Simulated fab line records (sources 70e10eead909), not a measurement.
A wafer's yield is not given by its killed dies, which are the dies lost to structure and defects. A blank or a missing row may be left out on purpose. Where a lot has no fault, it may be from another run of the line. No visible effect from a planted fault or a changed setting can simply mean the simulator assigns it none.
Chamber matching + flow nandHarc + cmp-03 running NHARC_P_M0_CMP_23: 4 sister chambers
The step polishes, t overpolish 20 s, target thk 117.54 nm. 7 wafers are shown with their chamber, then 7 later ones without.

== WAFERS, EACH WITH ITS CHAMBER ==
| wafer  | chamber | timeToEndpointS (s) | motorCurrentA (A) |
|--------|---------|---------------------|-------------------|
| L884.2 | 0       | 24                  | 12.8              |
| L887.4 | 1       | 29                  | 12.2              |
| L900.3 | 2       | 37                  | 14.0              |
| L900.4 | 3       | 31                  | 12.4              |
| L900.5 | 2       | 34                  | 13.0              |
| L904.1 | 3       | 26                  | 11.3              |
| L904.3 | 1       | 30                  | 13.1              |

== WAFERS WHOSE CHAMBER IS MISSING ==
| wafer  | timeToEndpointS (s) | motorCurrentA (A) |
|--------|---------------------|-------------------|
| L904.4 | 26                  | 13.2              |
| L906.3 | 29                  | 11.8              |
| L906.5 | 27                  | 11.9              |
| L906.6 | 21                  | 12.9              |
| L907.1 | 28                  | 12.3              |
| L907.3 | 26                  | 12.8              |
| L907.4 | 34                  | 13.8              |

== CHAMBER TAKEN BY EACH ==
| wafer  | from the rows above          | in truth |
|--------|------------------------------|----------|
| L904.4 | can't be placed: 0 or 1 or 3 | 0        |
| L906.3 | can't be placed: 3 or 1      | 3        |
| L906.5 | can't be placed: 3 or 1 or 0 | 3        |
| L906.6 | 0                            | 0        |
| L907.1 | can't be placed: 3 or 1 or 0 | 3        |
| L907.3 | can't be placed: 0 or 1 or 3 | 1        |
| L907.4 | can't be placed: 2 or 1      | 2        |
Correctly placed: 1 of 7. From these rows, 6 cannot be placed; in 6 the true chamber is one of the candidates. Wrongly placed: 0.
How it was worked out, from the rows above alone: a wafer's distance from a chamber is the root of the sum, over the readings, of the square of ((its reading less the chamber's mean) divided by the reading's scatter). If the next closest chamber is less than 2 further off than the closest, the wafer can't be placed; otherwise it belongs to the closest. A chamber's mean is the mean of its shown wafers. How the scatter is found: for the shown wafers, subtract from each reading the mean of its chamber, square and add these, divide the total by (wafers less chambers), then take the root.
